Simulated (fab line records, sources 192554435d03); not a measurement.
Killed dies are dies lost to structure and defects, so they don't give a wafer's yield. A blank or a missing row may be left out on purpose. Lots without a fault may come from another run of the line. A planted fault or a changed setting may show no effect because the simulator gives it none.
Split-lot experiment | flow n5_finfet | 7 lots, 39 wafers read, on a route of 1938 steps

THE SPLIT
At N5_HKMG_FIN_HK_ALD_01 (deposits HfO2, target thk 1.6 nm, pulse time 3 s, purge time 3 s), the setting ald_cycles was moved away from the recipe's 30 on 12 of the 39 wafers read, by -46.7% to +43.3%. The other wafers ran this setting at the recipe's value.

FROM THE SPLIT TO THE READING: what the file shows between them, 4 steps
- N5_HKMG_FIN_HK_ANNEAL_02: time 30 s
- N5_HKMG_FIN_ALD_74: deposits La2O3, target thk 0.5 nm, pulse time 6 s, co reactant pulse time 1 s
- N5_HKMG_FIN_WET_ETCH_82: etches La2O3 in dHCl, stops on HfO2, target depth 2 nm, rinse time 30 s
- N5_HKMG_FIN_ALD_36: deposits TiN, target thk 1 nm, pulse time 1 s, purge time 3 s

THE READING
HK_THK, in nm, at N5_HKMG_FIN_THK_MEAS_70 (measures by xrf). Fault-free wafers of this fab line usually give 1.567 nm, standard deviation 0.021 nm.

wafer  | tool, chamber at the split | ald_cycles as run | against the recipe | HK_THK, nm | against lot-mates on the recipe
L075.1 | ald_hk-03, 2,0,3,1,2,3     | 30                | recipe             | 1.518      | -
L075.2 | ald_hk-03, 2,0,3,1,2,3     | 30                | recipe             | 1.590      | -
L075.3 | ald_hk-03, 2,0,3,1,2,3     | 30                | recipe             | 1.553      | -
L075.4 | ald_hk-03, 2,0,3,1,2,3     | 30                | recipe             | 1.563      | -
L075.5 | ald_hk-03, 2,0,3,1,2,3     | 30                | recipe             | 1.528      | -
L075.6 | ald_hk-03, 2,0,3,1,2,3     | 30                | recipe             | 1.544      | -
L079.1 | ald_hk-02, 1,3,3           | 30                | recipe             | 1.572      | -
L079.2 | ald_hk-02, 0,2,0           | 16                | -46.7%             | 0.838      | -0.718
L079.3 | ald_hk-02, 0,2,0           | 16                | -46.7%             | 0.855      | -0.701
L079.4 | ald_hk-02, 1,3,3           | 30                | recipe             | 1.553      | -
L079.5 | ald_hk-02, 0,2,0           | 16                | -46.7%             | 0.853      | -0.703
L079.6 | ald_hk-02, 1,3,3           | 30                | recipe             | 1.544      | -
L088.1 | ald_hk-02, 2,0,3,1,3,2     | 30                | recipe             | 1.617      | -
L088.2 | ald_hk-02, 2,0,3,1,3,2     | 30                | recipe             | 1.565      | -
L088.3 | ald_hk-02, 2,0,3,1,3,2     | 30                | recipe             | 1.557      | -
L088.4 | ald_hk-02, 2,0,3,1,3,2     | 30                | recipe             | 1.573      | -
L088.5 | ald_hk-02, 2,0,3,1,3,2     | 30                | recipe             | 1.573      | -
L088.6 | ald_hk-02, 2,0,3,1,3,2     | 30                | recipe             | 1.631      | -
L089.1 | ald_hk-03, 0,2,3           | 30                | recipe             | 1.560      | -
L089.2 | ald_hk-03, 0,2,3           | 30                | recipe             | 1.570      | -
L089.3 | ald_hk-03, 1,3,2           | 20                | -33.3%             | 1.032      | -0.531
L089.4 | ald_hk-03, 0,2,3           | 30                | recipe             | 1.559      | -
L089.5 | ald_hk-03, 1,3,2           | 20                | -33.3%             | 1.038      | -0.525
L089.6 | ald_hk-03, 1,3,2           | 20                | -33.3%             | 1.051      | -0.512
L091.1 | ald_hk-01, 0,3,1           | 30                | recipe             | 1.568      | -
L091.4 | ald_hk-01, 0,3,1           | 30                | recipe             | 1.573      | -
L091.6 | ald_hk-01, 0,3,1           | 30                | recipe             | 1.561      | -
L094.1 | ald_hk-03, 0,2             | 43                | +43.3%             | 2.241      | +0.707
L094.2 | ald_hk-03, 1,0,3           | 30                | recipe             | 1.540      | -
L094.3 | ald_hk-03, 0,2             | 43                | +43.3%             | 2.260      | +0.726
L094.4 | ald_hk-03, 3               | 43                | +43.3%             | 2.211      | +0.677
L094.5 | ald_hk-03, 1,0,3           | 30                | recipe             | 1.555      | -
L094.6 | ald_hk-03, 1,0,3           | 30                | recipe             | 1.506      | -
L095.1 | ald_hk-03, 2,3,0           | 30                | recipe             | 1.575      | -
L095.2 | ald_hk-03, 1,2,3           | 37                | +23.3%             | 1.923      | +0.348
L095.3 | ald_hk-03, 2,3,0           | 30                | recipe             | 1.556      | -
L095.4 | ald_hk-03, 2,3,0           | 30                | recipe             | 1.593      | -
L095.5 | ald_hk-03, 1,2,3           | 37                | +23.3%             | 1.923      | +0.348
L095.6 | ald_hk-03, 1,2,3           | 37                | +23.3%             | 1.914      | +0.339
Where a row lists several chambers, the file gives one row for several wafers and doesn't say which wafer went through which chamber.

THE FIT
A straight line over all 39 wafers: HK_THK changes by +0.0155 nm for each +1% of ald_cycles; r = +1.00; the points scatter about the line by 0.023 nm.
The same after taking each lot's own level away (the mean of its wafers on the recipe; 39 wafers): +0.0156 nm for each +1%; r = +1.00; scatter 0.021 nm.
On that fit, the largest move of ald_cycles shifts the reading by 0.73 nm.
The lots' own levels span 1.5337 to 1.5860 nm, that is 2.5 times the standard deviation above.
So the lot-to-lot level changes the slope little: the two slopes agree.
Check: with one of the wafers moved furthest among these (-46.7%) left out of the fit, the line predicts -0.727 nm for it against its lot-mates. It came out at -0.718 nm against them.

OTHER SPLITS ON THESE WAFERS
These wafers also went through other splits before the reading. Each is held against what the fit with the lots' levels taken away leaves over:
other split on the same wafers | wafers away from the commonest value | r with HK_THK (lot level and that fit taken away)
N5_FIN_SAQP_PECVD_06 time_s    | 12                                   | -0.09
N5_DUMMY_GATE_HM_DEP_06 time_s | 18                                   | -0.09

THE WHOLE CHAIN: every reading that the file lists as answering this split, in the file's order
step                    | what it does                                                     | reading                                                                            | change (the file's fit)                | r (the file's)
N5_HKMG_FIN_HK_ALD_01   | deposits HfO2, target thk 1.6 nm, pulse time 3 s, purge time 3 s | HfO2_of_HKMG_FIN_HK_ALD_01.thk_nm (the simulator's own value, which no gauge read) | +0.0172 nm for each +1% of the setting | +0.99
N5_HKMG_FIN_THK_MEAS_70 | measures by xrf                                                  | HK_THK                                                                             | +0.0156 for each +1% of the setting    | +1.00

THE FILE'S OWN FIT
HK_THK changes by +0.0156 nm for each +1% of ald_cycles, r = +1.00.
